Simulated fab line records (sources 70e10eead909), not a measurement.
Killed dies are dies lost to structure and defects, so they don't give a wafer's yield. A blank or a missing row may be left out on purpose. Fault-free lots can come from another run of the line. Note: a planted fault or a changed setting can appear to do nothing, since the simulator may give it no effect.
Check of tool commonality :: flow nand harc :: Sample size 2 lots and 6 wafers

## THE REASON FOR OPENING IT
On 2 of the 2 lots, a flag is raised at NHARC_END_SORT_01 on the reading killed at array. No-fault wafers: 52, standard deviation 16.
Rule: flag the lot when none of its wafers has a number, or when each of its wafers that has one lies beyond 4 standard deviations from that mean. All remaining lots are regarded as sound.

lot: L791
measured: day 28 21:23
on: prober-01
killed at array, wafer by wafer: 676 670 668
flag: FLAGGED

lot: L792
measured: day 29 19:37
on: prober-02
killed at array, wafer by wafer: 675 674 675
flag: FLAGGED
Average over the flagged lots: 673; offset from the usual +621, equal to +39 standard deviations.

## EACH LOT AND THE TOOL IT RAN ON
Before the reading, the record contains 4 process steps out of a 1302-step route. Read each cell as the tool, then ch plus the chambers that the sampled wafers visited, then the start.
lot: L791
flag: FLAGGED
NHARC_A_CONTACT_ETCH_48: rie diel-13 ch 0,3, day 25 19:49
NHARC_A_CONTACT_ETCH_51: rie diel-13 ch 2,3, day 25 20:20
NHARC_A_CONTACT_ETCH_114: har cap etch-01 ch 0,1, day 25 22:07
NHARC_A_CONTACT_ETCH_115: har cap etch-01 ch 0,1, day 25 22:17

lot: L792
flag: FLAGGED
NHARC_A_CONTACT_ETCH_48: rie diel-04 ch 1,2,3, day 26 17:26
NHARC_A_CONTACT_ETCH_51: rie diel-04 ch 0,2, day 26 17:56
NHARC_A_CONTACT_ETCH_114: har cap etch-02 ch 0,1, day 26 19:41
NHARC_A_CONTACT_ETCH_115: har cap etch-02 ch 0,1, day 26 19:51
What the steps here do:
- NHARC_A_CONTACT_ETCH_48: etches the open film in CF4, target depth 39 nm, time 65 s.
- NHARC_A_CONTACT_ETCH_51: etches the open film in O2/COS, target depth 7000 nm, time 1820 s.
- NHARC_A_CONTACT_ETCH_114: etches the open film in C4F8/O2/Ar, time 190 s, target depth 1850 nm.
- NHARC_A_CONTACT_ETCH_115: etches the open film in C4F8/O2/Ar, time 190 s, target depth 1850 nm.
- NHARC_END_SORT_01

## FLAGGED OVER TOTAL, TOOL BY TOOL (the gauges that took the reading come last)
step: NHARC_A_CONTACT_ETCH_48
tool: rie diel-04
lots run: 1
flagged: 1
share of the flagged lots: some
sound lots run after its first flagged lot: 0

step: NHARC_A_CONTACT_ETCH_48
tool: rie diel-13
lots run: 1
flagged: 1
share of the flagged lots: some
sound lots run after its first flagged lot: 0

step: NHARC_A_CONTACT_ETCH_51
tool: rie diel-04
lots run: 1
flagged: 1
share of the flagged lots: some
sound lots run after its first flagged lot: 0

step: NHARC_A_CONTACT_ETCH_51
tool: rie diel-13
lots run: 1
flagged: 1
share of the flagged lots: some
sound lots run after its first flagged lot: 0

step: NHARC_A_CONTACT_ETCH_114
tool: har cap etch-01
lots run: 1
flagged: 1
share of the flagged lots: some
sound lots run after its first flagged lot: 0

step: NHARC_A_CONTACT_ETCH_114
tool: har cap etch-02
lots run: 1
flagged: 1
share of the flagged lots: some
sound lots run after its first flagged lot: 0

step: NHARC_A_CONTACT_ETCH_115
tool: har cap etch-01
lots run: 1
flagged: 1
share of the flagged lots: some
sound lots run after its first flagged lot: 0

step: NHARC_A_CONTACT_ETCH_115
tool: har cap etch-02
lots run: 1
flagged: 1
share of the flagged lots: some
sound lots run after its first flagged lot: 0

step: NHARC_END_SORT_01
tool: prober-01
lots run: 1
flagged: 1
share of the flagged lots: some
sound lots run after its first flagged lot: 0

step: NHARC_END_SORT_01
tool: prober-02
lots run: 1
flagged: 1
share of the flagged lots: some
sound lots run after its first flagged lot: 0

## THE TABLE: WHAT IT ALLOWS
No row of the table ran every flagged lot.

## WHAT THE SIMULATOR HAD PUT IN
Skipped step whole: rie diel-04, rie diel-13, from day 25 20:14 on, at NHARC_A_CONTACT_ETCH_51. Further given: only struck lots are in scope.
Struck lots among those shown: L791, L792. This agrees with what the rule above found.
